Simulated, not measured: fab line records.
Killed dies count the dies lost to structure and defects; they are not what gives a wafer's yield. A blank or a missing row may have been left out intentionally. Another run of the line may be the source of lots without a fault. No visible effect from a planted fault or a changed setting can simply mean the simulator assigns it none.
fab line records ; flow nand_harc
record lots=14; wafers=42; last_day=24
route steps=1159 shown A_STAIRCASE@519
lots that met no fault: from a run of the same line without faults
start_h: hours from the record's opening day to when the first of the lot's shown wafers began ; wait_h: hours from the lot's prior step to this one ; " as in the row above ; L1.1+2: one row covering several wafers at once ; - no value present, or no start provided ; * or withheld: withheld ; < > ~ a bound
route shown NAME@n: NAME is a module with steps in the file, n the number in the route of the first one ; usual: average and standard deviation across the fault-free wafers ; same: alike in all rows ; chamber/n: place in a boat ; sites: per-site readings ; _std_site: their standard deviation ; _edge_site: the outer-site mean with the inner-site mean subtracted ; radius_mm: for every site, how far away it sits from the centre of the wafer ; mask NAME#n: copy n ; behind: the last tool/chamber to shape the wafer ; hold: what put the lot on hold/how long, in hours/how the hold closed ; device: the n, p or np transistor that did not switch ; end of line: tests run on the same wafers once the route is complete ; a step without rows: its recipe alone ; killed: dies that structure and defects cost at the first sort, which is not the same as the wafer's yield ; map: the dies of a wafer, with x for killed, . for not killed, _ for no die there
set.NAME: setting as actually run; set.NAME@STEP: the setting as run at that earlier step ; model.NAME: the simulator's own value behind a step, which no gauge read
the route's steps for a sample of lots (tables are steps, rows are wafers)
services: from which hour (start_h, from the record's first day; less than 0 if before it) a tool's chamber was out of use, for how many hours, and why
## steps
# step NHARC_A_STAIRCASE_DEP_156
# recipe target_thk_a=500; temp_c=400; target_thk_nm=50; flow_sccm=200; rf_w=450; material=SiNx
# usual heater_power_w=708/88
lot.wafer;tool;chamber;start_h;wait_h;heater_power_w
L381.3;pecvd-03;0;233.48;0.1;690
L381.2;pecvd-03;1;233.48;0.1;627
L381.6;pecvd-03;1;233.48;0.1;623
L380.3;pecvd-04;2;233.54;0.1;677
L380.5;pecvd-04;1;233.54;0.1;685
L380.4;pecvd-04;2;233.54;0.1;669
L383.2;pecvd-03;1;237.18;0.1;690
L383.4;pecvd-03;2;237.18;0.1;513
L383.5;pecvd-03;1;237.18;0.1;686
L382.2;pecvd-03;2;248.84;0.1;597
L382.3;pecvd-03;1;248.84;0.1;608
L382.4;pecvd-03;2;248.84;0.1;599
L385.2;pecvd-03;0;260.37;0.1;636
L385.1;pecvd-03;1;260.37;0.1;580
L385.5;pecvd-03;2;260.37;0.1;643
L384.1;pecvd-01;0;260.49;0.1;703
L384.2;pecvd-01;1;260.49;0.1;737
L384.6;pecvd-01;2;260.49;0.1;896
L387.2;pecvd-04;0;276.56;0.1;635
L387.1;pecvd-04;2;276.56;0.1;685
L387.4;pecvd-04;2;276.56;0.1;694
L388.1;pecvd-01;0;284.36;0.1;691
L388.5;pecvd-01;0;284.36;0.1;685
L388.4;pecvd-01;1;284.36;0.1;776
L390.1;pecvd-01;0;292.55;0.4;726
L390.2;pecvd-01;2;292.55;0.4;932
L390.5;pecvd-01;1;292.55;0.4;763
L391.2;pecvd-01;2;294.80;0.1;897
L391.5;pecvd-01;2;294.80;0.1;925
L391.4;pecvd-01;1;294.80;0.1;722
L400.3;pecvd-03;2;347.99;0.3;605
L400.1;pecvd-03;0;347.99;0.3;682
L400.6;pecvd-03;1;347.99;0.3;721
L399.1;pecvd-03;2;348.14;0.3;614
L399.2;pecvd-03;0;348.14;0.3;609
L399.4;pecvd-03;2;348.14;0.3;597
L402.2;pecvd-04;2;360.01;0.1;716
L402.4;pecvd-04;0;360.01;0.1;614
L402.5;pecvd-04;1;360.01;0.1;642
L403.4;pecvd-01;2;375.98;0.2;775
L403.3;pecvd-01;1;375.98;0.2;767
L403.5;pecvd-01;1;375.98;0.2;740
# step NHARC_A_STAIRCASE_TRIM_12
# recipe time_s=211.2; o2_flow_sccm=500; ar_flow_sccm=0; bias_w=0; chemistry=O2
# usual drypump_motor_current_A=6.0/0.39; o2_flow_sccm=500.0/1.6; oes_product_au=0.998/0.0099; rf_vpp_V=57.4/0.88; run_length_s=232.5/0.48; showerhead_plenum_p_Torr=3.47/0.13; throttle_valve_pct=17.036/0.0089
lot.wafer;tool;chamber;start_h;wait_h;drypump_motor_current_A;o2_flow_sccm;oes_product_au;rf_hours_counter_h;rf_vpp_V;run_length_s;showerhead_plenum_p_Torr;throttle_valve_pct
L380.4;rie_diel-12;3;236.37;0.1;6.5;500.8;0.998;12;58.6;231.9;3.69;17.026
L380.3;rie_diel-12;1;236.37;0.1;5.9;499.6;0.997;10;56.7;232.9;3.37;17.034
L380.5;rie_diel-12;3;236.37;0.1;6.5;501.0;0.998;-;58.3;232.1;3.68;17.049
L381.3;rie_diel-08;2;236.55;0.1;6.4;496.9;1.003;40;57.0;232.7;3.60;17.049
L381.2;rie_diel-08;3;236.55;0.1;5.5;498.0;0.995;39;56.4;232.8;3.44;17.045
L381.6;rie_diel-08;3;236.55;0.1;5.5;497.4;0.993;-;56.8;232.9;3.44;17.043
L383.2;rie_diel-03;0;240.39;0.2;6.5;500.4;1.005;6;55.8;232.5;3.32;17.040
L383.4;rie_diel-03;1;240.39;0.2;6.0;501.0;1.008;7;57.0;231.8;3.40;17.035
L383.5;rie_diel-03;0;240.39;0.2;6.5;499.7;1.004;-;57.4;232.6;3.32;17.036
L382.4;rie_diel-08;0;251.75;0.1;6.2;498.9;0.992;44;57.7;231.6;3.34;17.030
L382.3;rie_diel-08;1;251.75;0.1;5.9;497.4;1.014;44;57.8;233.4;3.43;17.029
L382.2;rie_diel-08;2;251.75;0.1;6.5;500.8;1.003;47;58.1;233.1;3.59;17.045
L385.2;rie_diel-03;1;263.62;0.1;6.0;498.8;1.005;17;57.6;231.7;3.40;17.049
L385.1;rie_diel-03;2;263.62;0.1;5.6;501.7;1.014;15;56.5;233.4;3.35;17.039
L385.5;rie_diel-03;2;263.62;0.1;5.5;499.2;1.005;-;57.1;232.9;3.36;17.039
L384.2;rie_diel-12;2;263.81;0.1;6.3;499.7;0.997;19;57.0;232.8;3.66;17.035
L384.1;rie_diel-12;3;263.81;0.1;6.5;499.9;1.002;23;57.4;232.2;3.68;17.039
L384.6;rie_diel-12;2;263.81;0.1;6.3;498.5;0.999;-;57.1;232.1;3.66;17.029
L387.2;rie_diel-12;3;279.54;0.2;6.5;498.2;0.994;28;59.1;232.3;3.68;17.027
L387.1;rie_diel-12;0;279.54;0.2;5.7;499.3;0.996;28;58.1;232.5;3.46;17.030
L387.4;rie_diel-12;1;279.54;0.2;5.9;500.6;0.982;26;57.7;232.2;3.36;17.017
L388.1;rie_diel-12;0;288.53;0.3;5.7;498.8;0.998;33;56.8;232.5;3.46;17.023
L388.4;rie_diel-12;1;288.53;0.3;5.9;498.8;0.983;29;56.2;154.0;3.36;17.043
L388.5;rie_diel-12;2;288.53;0.3;6.3;498.0;0.995;-;56.9;154.0;3.65;17.036
L390.2;rie_diel-12;0;295.38;0.1;5.6;501.9;0.996;36;58.1;232.4;3.45;17.049
L390.1;rie_diel-12;1;295.38;0.1;5.9;501.0;0.977;32;57.0;232.3;3.36;17.031
L390.5;rie_diel-12;1;295.38;0.1;5.9;502.8;0.988;-;57.9;154.1;3.36;17.038
L391.4;rie_diel-08;3;298.49;0.1;5.5;500.6;0.989;63;57.4;232.7;3.43;17.034
L391.2;rie_diel-08;2;298.49;0.1;6.4;501.9;0.980;64;58.4;233.2;3.58;17.041
L391.5;rie_diel-08;0;298.49;0.1;6.2;499.4;0.992;-;57.4;231.9;3.33;17.043
L400.3;rie_diel-08;2;350.91;0.1;6.4;500.5;0.988;13;57.8;233.3;3.57;17.050
L400.1;rie_diel-08;1;350.91;0.1;5.9;501.4;1.006;12;56.1;233.0;3.41;17.046
L400.6;rie_diel-08;2;350.91;0.1;6.4;500.9;0.992;-;57.6;232.6;3.57;17.047
L399.4;rie_diel-03;0;351.11;0.1;6.5;503.9;1.015;45;56.7;232.6;3.30;17.054
L399.2;rie_diel-03;1;351.11;0.1;6.0;499.0;0.998;45;56.2;231.7;3.38;17.033
L399.1;rie_diel-03;2;351.11;0.1;5.6;501.2;1.008;44;56.5;233.0;3.34;17.032
L402.4;rie_diel-08;2;363.73;0.1;6.5;499.1;0.982;17;56.7;232.8;3.57;17.032
L402.2;rie_diel-08;1;363.73;0.1;5.9;499.0;1.002;16;57.1;233.5;3.41;17.038
L402.5;rie_diel-08;3;363.73;0.1;5.6;498.0;0.985;-;57.7;233.5;3.42;17.033
L403.4;rie_diel-08;0;378.90;0.1;6.2;501.4;0.994;24;57.5;231.5;3.32;17.047
L403.3;rie_diel-08;2;378.90;0.1;6.4;501.2;1.000;22;55.9;232.7;3.57;17.029
L403.5;rie_diel-08;3;378.90;0.1;5.6;501.0;0.997;-;57.9;232.9;3.42;17.048
# step NHARC_A_STAIRCASE_ETCH_17
# recipe target_depth_a=1000; time_s=40.5; ion_energy_ev=400; c4f8_flow_sccm=20; o2_flow_sccm=10; ar_flow_sccm=withheld; rf_w=600; bias_w=1000; chemistry=C4F8/O2
# usual oes_product_au=0.940/0.0099; rf_vpp_V=894/4.8
lot.wafer;tool;chamber;start_h;wait_h;oes_product_au;rf_hours_counter_h;rf_vpp_V
L380.4;rie_diel-12;0;-;-;0.946;11;894
L380.3;rie_diel-12;1;-;-;0.936;10;890
L380.5;rie_diel-12;2;-;-;0.947;-;901
L381.3;rie_diel-08;0;-;-;0.950;38;890
L381.2;rie_diel-08;1;-;-;0.966;39;892
L381.6;rie_diel-08;2;-;-;0.935;-;899
L383.2;rie_diel-03;0;-;-;0.926;7;888
L383.4;rie_diel-03;1;-;-;0.928;8;890
L383.5;rie_diel-03;3;-;-;0.931;-;894
L382.2;rie_diel-08;1;-;-;0.960;44;893
L382.3;rie_diel-08;2;-;-;0.954;47;899
L382.4;rie_diel-08;3;-;-;0.938;46;893
L385.2;rie_diel-03;3;-;-;0.936;14;894
L385.1;rie_diel-03;0;-;-;0.944;16;888
L385.5;rie_diel-03;1;-;-;0.936;-;891
L384.1;rie_diel-12;1;-;-;0.926;22;890
L384.2;rie_diel-12;2;-;-;0.933;19;901
L384.6;rie_diel-12;0;-;-;0.949;-;894
L387.1;rie_diel-12;0;-;-;0.938;29;892
L387.2;rie_diel-12;1;-;-;0.939;27;890
L387.4;rie_diel-12;2;-;-;0.948;24;901
L388.4;rie_diel-12;3;-;-;0.929;34;900
L388.1;rie_diel-12;0;-;-;0.932;34;895
L388.5;rie_diel-12;3;-;-;0.928;-;901
L390.2;rie_diel-12;3;-;-;0.935;36;900
L390.1;rie_diel-12;1;-;-;0.933;32;890
L390.5;rie_diel-12;3;-;-;0.930;-;901
L391.4;rie_diel-08;0;-;-;0.925;62;887
L391.2;rie_diel-08;2;-;-;0.933;65;897
L391.5;rie_diel-08;0;-;-;0.924;-;890
L400.3;rie_diel-08;2;-;-;0.939;14;898
L400.1;rie_diel-08;3;-;-;0.936;14;892
L400.6;rie_diel-08;2;-;-;0.944;-;898
L399.4;rie_diel-03;3;-;-;0.942;44;893
L399.1;rie_diel-03;1;-;-;0.941;47;890
L399.2;rie_diel-03;2;-;-;0.935;45;890
L402.4;rie_diel-08;0;-;-;0.950;17;888
L402.2;rie_diel-08;1;-;-;0.948;16;890
L402.5;rie_diel-08;0;-;-;0.944;-;887
L403.4;rie_diel-08;2;-;-;0.955;24;898
L403.3;rie_diel-08;0;-;-;0.932;25;888
L403.5;rie_diel-08;1;-;-;0.952;-;892
# step NHARC_A_STAIRCASE_TRIM_22
# recipe time_s=211.2; o2_flow_sccm=500; ar_flow_sccm=0; bias_w=0; chemistry=O2
# usual drypump_motor_current_A=6.1/0.35; o2_flow_sccm=499.9/1.7; oes_product_au=0.998/0.0095; rf_vpp_V=57.7/0.8; run_length_s=232.5/0.43; showerhead_plenum_p_Torr=3.48/0.13; throttle_valve_pct=17.037/0.0085
lot.wafer;tool;chamber;start_h;wait_h;drypump_motor_current_A;o2_flow_sccm;oes_product_au;rf_hours_counter_h;rf_vpp_V;run_length_s;showerhead_plenum_p_Torr;throttle_valve_pct
L380.3;rie_diel-12;2;-;-;6.3;498.4;0.998;9;56.3;232.5;3.66;17.043
L380.4;rie_diel-12;0;-;-;5.7;499.2;1.017;12;58.2;232.4;3.47;17.038
L380.5;rie_diel-12;2;-;-;6.3;499.1;1.007;-;58.2;232.3;3.66;17.031
L381.3;rie_diel-12;3;-;-;6.5;501.9;0.996;13;57.7;231.9;3.68;17.065
L381.2;rie_diel-12;0;-;-;5.7;500.6;1.005;12;57.4;232.5;3.47;17.034
L381.6;rie_diel-12;3;-;-;6.5;498.6;0.985;-;57.8;232.1;3.68;17.052
L383.2;rie_diel-08;1;-;-;5.9;497.6;1.014;42;58.0;233.4;3.43;17.022
L383.4;rie_diel-08;2;-;-;6.5;500.1;0.997;44;58.2;233.0;3.59;17.039
L383.5;rie_diel-08;0;-;-;6.2;500.7;0.987;-;57.3;231.7;3.34;17.030
L382.4;rie_diel-12;2;-;-;6.3;500.1;0.989;15;58.8;232.4;3.66;17.029
L382.3;rie_diel-12;3;-;-;6.5;499.8;1.003;18;57.3;232.6;3.68;17.051
L382.2;rie_diel-12;0;-;-;5.7;497.6;0.995;18;57.4;232.4;3.46;17.030
L384.1;rie_diel-12;2;-;-;6.3;501.0;1.004;20;59.2;232.7;3.66;17.041
L384.2;rie_diel-12;3;-;-;6.5;499.5;1.006;24;58.0;232.2;3.68;17.040
L384.6;rie_diel-12;3;-;-;6.5;496.9;0.999;-;57.5;232.0;3.68;17.044
L385.2;rie_diel-12;0;-;-;5.7;498.6;0.996;24;57.8;233.1;3.46;17.037
L385.1;rie_diel-12;2;-;-;6.3;499.0;0.992;20;57.1;232.7;3.66;17.041
L385.5;rie_diel-12;0;-;-;5.7;500.3;1.004;-;57.6;232.7;3.46;17.029
L387.2;rie_diel-03;3;-;-;5.3;501.1;1.021;17;57.1;232.3;3.46;17.053
L387.1;rie_diel-03;0;-;-;6.5;500.1;1.005;19;56.8;232.3;3.32;17.038
L387.4;rie_diel-03;1;-;-;6.0;502.3;1.006;21;57.0;231.6;3.40;17.040
L388.1;rie_diel-08;2;-;-;6.5;504.0;0.983;62;57.0;233.2;3.58;17.034
L388.4;rie_diel-08;0;-;-;6.2;499.4;1.004;58;58.1;232.1;3.33;17.039
L388.5;rie_diel-08;2;-;-;6.5;503.9;0.984;-;57.5;233.0;3.58;17.042
L390.1;rie_diel-08;1;-;-;5.9;501.0;1.002;61;58.7;232.9;3.42;17.032
L390.2;rie_diel-08;2;-;-;6.4;501.5;0.993;63;56.9;232.8;3.58;17.043
L390.5;rie_diel-08;1;-;-;5.9;500.4;1.004;-;59.4;233.2;3.42;17.026
L391.2;rie_diel-08;0;-;-;6.3;500.9;0.989;63;56.9;232.1;3.33;17.034
L391.4;rie_diel-08;1;-;-;5.9;501.3;1.008;64;57.7;232.9;3.41;17.040
L391.5;rie_diel-08;1;-;-;5.9;501.5;1.018;-;60.0;233.6;3.41;17.036
L400.3;rie_diel-08;0;-;-;6.2;497.5;0.990;13;57.6;231.6;3.32;17.055
L400.1;rie_diel-08;2;-;-;6.5;498.5;0.994;14;57.4;232.9;3.57;17.042
L400.6;rie_diel-08;0;-;-;6.3;497.8;0.994;-;57.4;231.7;3.32;17.038
L399.1;rie_diel-12;1;-;-;5.9;497.1;1.000;57;58.4;232.1;3.35;17.049
L399.4;rie_diel-12;3;-;-;6.5;499.3;1.003;60;59.0;232.5;3.66;17.045
L399.2;rie_diel-12;0;-;-;5.6;500.9;1.011;45;57.7;232.6;3.45;17.047
L402.4;rie_diel-08;3;-;-;5.6;501.1;0.994;19;56.0;232.7;3.42;17.034
L402.2;rie_diel-08;1;-;-;5.9;497.9;1.007;16;57.5;232.8;3.41;17.033
L402.5;rie_diel-08;3;-;-;5.6;503.3;0.983;-;56.8;232.8;3.42;17.027
L403.4;rie_diel-03;0;-;-;6.5;498.0;1.017;55;57.5;232.4;3.30;17.029
L403.3;rie_diel-03;1;-;-;6.0;499.8;1.006;56;57.7;231.7;3.38;17.046
L403.5;rie_diel-03;2;-;-;5.6;499.6;1.008;-;56.9;233.1;3.33;17.022
## services
tool;chamber;start_h;hours;kind
rie_diel-03;-;215.49;9.0;pm
rie_diel-12;2;227.10;3.9;repair
rie_diel-08;0;231.99;-;clean
rie_diel-08;1;231.99;-;clean
rie_diel-08;2;231.99;-;clean
rie_diel-08;3;231.99;-;clean
pecvd-01;-;237.00;13.0;pm
pecvd-04;1;250.71;32.5;repair
rie_diel-08;0;256.49;-;clean
rie_diel-08;1;256.49;-;clean
rie_diel-08;2;256.49;-;clean
rie_diel-08;3;256.49;-;clean
rie_diel-08;0;280.99;-;clean
rie_diel-08;1;280.99;-;clean
rie_diel-08;2;280.99;-;clean
rie_diel-08;3;280.99;-;clean
pecvd-03;-;292.26;13.0;pm
rie_diel-08;-;301.95;9.0;pm
rie_diel-12;0;306.04;36.1;repair
pecvd-01;-;349.08;2.5;repair
pecvd-04;-;372.34;0.7;repair
pecvd-01;0;372.73;8.4;repair
pecvd-04;-;376.42;13.0;pm
rie_diel-12;-;379.45;9.0;pm
## key
first_sign step=NHARC_A_STAIRCASE_TRIM_12; reading=run_length_s; direction=down; sigmas=99+; usual=*; struck=*
effect none on later readings
met_at NHARC_A_STAIRCASE_TRIM_12
struck_lots L388,L390
struck_wafers L388.4,L388.5,L390.5
later_rows_left_out L388.4,L388.5,L390.5
sort_left_out L388.4,L388.5,L390.5
tester_left_out L388,L390
not_acting_at NHARC_A_STAIRCASE_DEP_156,NHARC_A_STAIRCASE_ETCH_17,NHARC_A_STAIRCASE_TRIM_22
onset_between 279.54 288.53
fault kind=process_parameter_drift; tool=rie_diel-12; chamber=-; onset_h=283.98; steps=NHARC_A_STAIRCASE_TRIM_12; channel=time_s; offset=*; shape=step; end_h=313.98; scope=struck_wafers_only; acts_in=*; stated=*
# tester_left_out: of these lots the tester's yield and bins aren't shown, on N5 and GAA mostly nor the transistor test; their killed dies are dies lost to structure and defects alone, not to doping, threshold or leakage, so they don't give the yield
# sort_left_out: the simulated sort isn't trusted on such a fault, so these wafers' sort isn't shown, and their yield isn't known
# later_rows_left_out: the simulator's readings of these wafers behind a module that went badly wrong aren't trusted and aren't shown, but for the sort
